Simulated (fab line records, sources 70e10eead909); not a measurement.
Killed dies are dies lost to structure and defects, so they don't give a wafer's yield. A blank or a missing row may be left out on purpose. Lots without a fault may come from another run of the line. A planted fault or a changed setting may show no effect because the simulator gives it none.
Which tool did it? | flow nand_harc | 21 lots, 63 wafers sampled, at 1 step of a route of 1302

WHAT THE GAUGES READ, wafer by wafer
NHARC_A_SLIT_INSPECT_11.
lot  | measured     | on                | raw_defect_count
L076 | day 20 11:50 | defect_inspect-01 | 13 21 17
L075 | day 20 12:16 | defect_inspect-02 | 69 52 62
L077 | day 20 15:31 | defect_inspect-01 | 128 123 106
L074 | day 20 22:32 | defect_inspect-02 | 85 64 67
L078 | day 21 04:16 | defect_inspect-01 | 19 21 24
L081 | day 22 10:56 | defect_inspect-01 | 74 78 83
L082 | day 22 21:45 | defect_inspect-02 | 49 56 72
L083 | day 23 11:00 | defect_inspect-02 | 89 78 96
L084 | day 23 21:57 | defect_inspect-01 | 30 25 26
L085 | day 23 23:41 | defect_inspect-01 | 43 40 32
L086 | day 23 23:50 | defect_inspect-02 | 66 67 71
L087 | day 24 15:44 | defect_inspect-01 | 25 21 27
L089 | day 25 16:19 | defect_inspect-01 | 104 93 99
L091 | day 26 03:35 | defect_inspect-02 | 108 82 96
L090 | day 26 04:20 | defect_inspect-01 | 63 61 49
L092 | day 27 03:34 | defect_inspect-02 | 28 24 27
L093 | day 27 03:56 | defect_inspect-02 | 119 94 97
L095 | day 28 08:12 | defect_inspect-02 | 32 25 33
L096 | day 28 08:18 | defect_inspect-01 | 76 73 72
L094 | day 28 09:05 | defect_inspect-02 | 61 54 60
L097 | day 29 08:55 | defect_inspect-01 | 6 6 6

WHICH TOOL RAN EACH LOT (tool, then ch and the chambers of the sampled wafers, then the start)
The record holds no process step before these readings.

WHAT THE TOOLS THEMSELVES READ (means of the sampled wafers that have a number; where no wafer has one, the mark that the record gives instead)
The record holds no such reading with a usual standard deviation.

THE ANSWER, worked out from the rows above alone
Rule: what is usual is taken from the lots themselves. Put in order of their means at a reading, lots are off if they are a third of the lots or fewer, leave a main group of 4 or more, and stand apart from it by a gap of 3 or more times the standard deviation of the main group's means; of several such gaps the widest counts. A main group whose means are all the same, to the digits that the tables above print for the reading, isn't used. A lot without any number at a reading at which 4 lots or more have one is off too. The other lots that the step has rows for count as sound. The gauges are gone through in route order, then the tools' own readings, and for those a lot's mean is taken as printed above. The first step at which some lot is off is used, and at that step the reading that is off furthest; a lot without a number counts as furthest.
No lot is off at any reading shown: from this, nothing can be told.

WHAT THE SIMULATOR HAD PUT IN
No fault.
